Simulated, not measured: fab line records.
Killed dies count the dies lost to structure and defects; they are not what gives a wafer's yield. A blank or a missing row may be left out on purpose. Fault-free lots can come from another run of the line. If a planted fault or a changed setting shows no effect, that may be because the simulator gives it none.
Split-lot trial :: flow n5-finfet :: 21 wafers read across 7 lots, on a route 1938 steps long

SPLIT DETAILS
At N5_BEOL_M8_ILD_DEP_00 (deposits SiCOH lowk from DEMS/porogen, target thk 179.75 nm, time 33.4 s), the setting time-s was moved away from the recipe's 33.4 s on 6 of the 21 wafers read, by +6.1% to +14.0%. This setting was run at the recipe's value on the other wafers.

SPLIT TO READING: what lies between them in the file, 1 step
- N5_BEOL_M8_CURE_74: cures SiCOH lowk, time 240 s

THE READING
Values of M8_ILD_THK in nm from N5_BEOL_M8_THK_MEAS_01. A value of 155.5 nm with a standard deviation of 2.3 nm is what fault-free wafers of this fab line usually give.

wafer: L074.3
tool, chamber at the split: pecvd-02, 2
time-s as run, s: 33.4
against the recipe: recipe
M8_ILD_THK, nm: 150.3
against lot-mates on the recipe: -

wafer: L074.4
tool, chamber at the split: pecvd-02, 0
time-s as run, s: 33.4
against the recipe: recipe
M8_ILD_THK, nm: 155.1
against lot-mates on the recipe: -

wafer: L074.5
tool, chamber at the split: pecvd-02, 2
time-s as run, s: 33.4
against the recipe: recipe
M8_ILD_THK, nm: 154.6
against lot-mates on the recipe: -

wafer: L076.1
tool, chamber at the split: pecvd-04, 0
time-s as run, s: 33.4
against the recipe: recipe
M8_ILD_THK, nm: 153.8
against lot-mates on the recipe: -

wafer: L076.4
tool, chamber at the split: pecvd-04, 0
time-s as run, s: 33.4
against the recipe: recipe
M8_ILD_THK, nm: 157.8
against lot-mates on the recipe: -

wafer: L076.6
tool, chamber at the split: pecvd-04, 0
time-s as run, s: 35.44
against the recipe: +6.1%
M8_ILD_THK, nm: 166.2
against lot-mates on the recipe: +10.4

wafer: L080.2
tool, chamber at the split: pecvd-01, 0
time-s as run, s: 33.4
against the recipe: recipe
M8_ILD_THK, nm: 153.7
against lot-mates on the recipe: -

wafer: L080.5
tool, chamber at the split: pecvd-01, 0
time-s as run, s: 33.4
against the recipe: recipe
M8_ILD_THK, nm: 157.7
against lot-mates on the recipe: -

wafer: L080.6
tool, chamber at the split: pecvd-01, 1
time-s as run, s: 33.4
against the recipe: recipe
M8_ILD_THK, nm: 156.7
against lot-mates on the recipe: -

wafer: L081.3
tool, chamber at the split: pecvd-04, 2
time-s as run, s: 38.06
against the recipe: +14.0%
M8_ILD_THK, nm: 176.2
against lot-mates on the recipe: +18.8

wafer: L081.4
tool, chamber at the split: pecvd-04, 0
time-s as run, s: 33.4
against the recipe: recipe
M8_ILD_THK, nm: 157.9
against lot-mates on the recipe: -

wafer: L081.6
tool, chamber at the split: pecvd-04, 1
time-s as run, s: 33.4
against the recipe: recipe
M8_ILD_THK, nm: 156.8
against lot-mates on the recipe: -

wafer: L088.1
tool, chamber at the split: pecvd-02, 1
time-s as run, s: 33.4
against the recipe: recipe
M8_ILD_THK, nm: 154.5
against lot-mates on the recipe: -

wafer: L088.2
tool, chamber at the split: pecvd-02, 0
time-s as run, s: 33.4
against the recipe: recipe
M8_ILD_THK, nm: 155.2
against lot-mates on the recipe: -

wafer: L088.5
tool, chamber at the split: pecvd-02, 0
time-s as run, s: 33.4
against the recipe: recipe
M8_ILD_THK, nm: 155.8
against lot-mates on the recipe: -

wafer: L090.1
tool, chamber at the split: pecvd-04, 1
time-s as run, s: 36.58
against the recipe: +9.5%
M8_ILD_THK, nm: 164.1
against lot-mates on the recipe: +10.0

wafer: L090.4
tool, chamber at the split: pecvd-04, 0
time-s as run, s: 36.58
against the recipe: +9.5%
M8_ILD_THK, nm: 171.3
against lot-mates on the recipe: +17.2

wafer: L090.6
tool, chamber at the split: pecvd-04, 1
time-s as run, s: 33.4
against the recipe: recipe
M8_ILD_THK, nm: 154.1
against lot-mates on the recipe: -

wafer: L097.1
tool, chamber at the split: pecvd-04, 1
time-s as run, s: 33.4
against the recipe: recipe
M8_ILD_THK, nm: 155.5
against lot-mates on the recipe: -

wafer: L097.2
tool, chamber at the split: pecvd-04, 2
time-s as run, s: 36.49
against the recipe: +9.3%
M8_ILD_THK, nm: 171.0
against lot-mates on the recipe: +15.5

wafer: L097.5
tool, chamber at the split: pecvd-04, 2
time-s as run, s: 36.49
against the recipe: +9.3%
M8_ILD_THK, nm: 173.2
against lot-mates on the recipe: +17.7

FIT RESULTS
A straight line over all 21 wafers: M8_ILD_THK changes by +1.54 nm for each +1% of time-s; r = +0.95; the points scatter about the line by 2.4 nm.
The same after taking each lot's own level away (the mean of its wafers on the recipe; 21 wafers): +1.52 nm for each +1%; r = +0.96; scatter 2.1 nm.
Per that fit: largest time-s move, reading shift of 21 nm.
From 153.33 to 157.35 nm: that is the span of the lots' own levels, equal to 1.7 times the standard deviation above.
So the lot-to-lot level changes the slope little: the two slopes agree.
Check: for one of the wafers moved furthest among these (+14.0%), held out of the fit, the line's prediction against its lot-mates is +22.5 nm. Against them it came out at +18.8 nm.

THE OTHER SPLITS THESE WAFERS WENT THROUGH
Before the reading, these wafers also passed through other splits. Each is held against what the fit with the lots' levels taken away leaves over:
other split on the same wafers: N5_BEOL_M4_DESCUM_33 time-s
wafers away from the commonest value: 7
r with M8_ILD_THK (lot level and that fit taken away): +0.25

other split on the same wafers: N5_BEOL_M5_PECVD_70 time-s
wafers away from the commonest value: 7
r with M8_ILD_THK (lot level and that fit taken away): -0.38

other split on the same wafers: N5_BEOL_M5_COAT_05 spin-rpm
wafers away from the commonest value: 11
r with M8_ILD_THK (lot level and that fit taken away): +0.22

other split on the same wafers: N5_BEOL_M7_ILD_DEP_00 time-s
wafers away from the commonest value: 4
r with M8_ILD_THK (lot level and that fit taken away): -0.30

other split on the same wafers: N5_BEOL_M7_HM_DEP_02 target-thk-a
wafers away from the commonest value: 8
r with M8_ILD_THK (lot level and that fit taken away): -0.02

THE WHOLE CHAIN: every reading that the file lists as answering this split, in the file's order
step: N5_BEOL_M8_ILD_DEP_00
what it does: deposits SiCOH lowk from DEMS/porogen, target thk 179.75 nm, time 33.4 s
reading: SiCOH_lowk_of_BEOL_M8_ILD_DEP_00.thk-nm (the simulator's own value, which no gauge read)
change (the file's fit): +1.72 nm for each +1% of the setting
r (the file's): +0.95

step: N5_BEOL_M8_CURE_74
what it does: cures SiCOH lowk, time 240 s
reading: SiCOH_lowk_of_BEOL_M8_ILD_DEP_00.thk-nm (the simulator's own value, which no gauge read)
change (the file's fit): +1.49 nm for each +1% of the setting
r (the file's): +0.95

step: N5_BEOL_M8_THK_MEAS_01
what it does: 
reading: M8_ILD_THK
change (the file's fit): +1.49 for each +1% of the setting
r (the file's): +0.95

FILE'S OWN FIT
M8_ILD_THK changes by +1.49 nm for each +1% of time-s, r = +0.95.
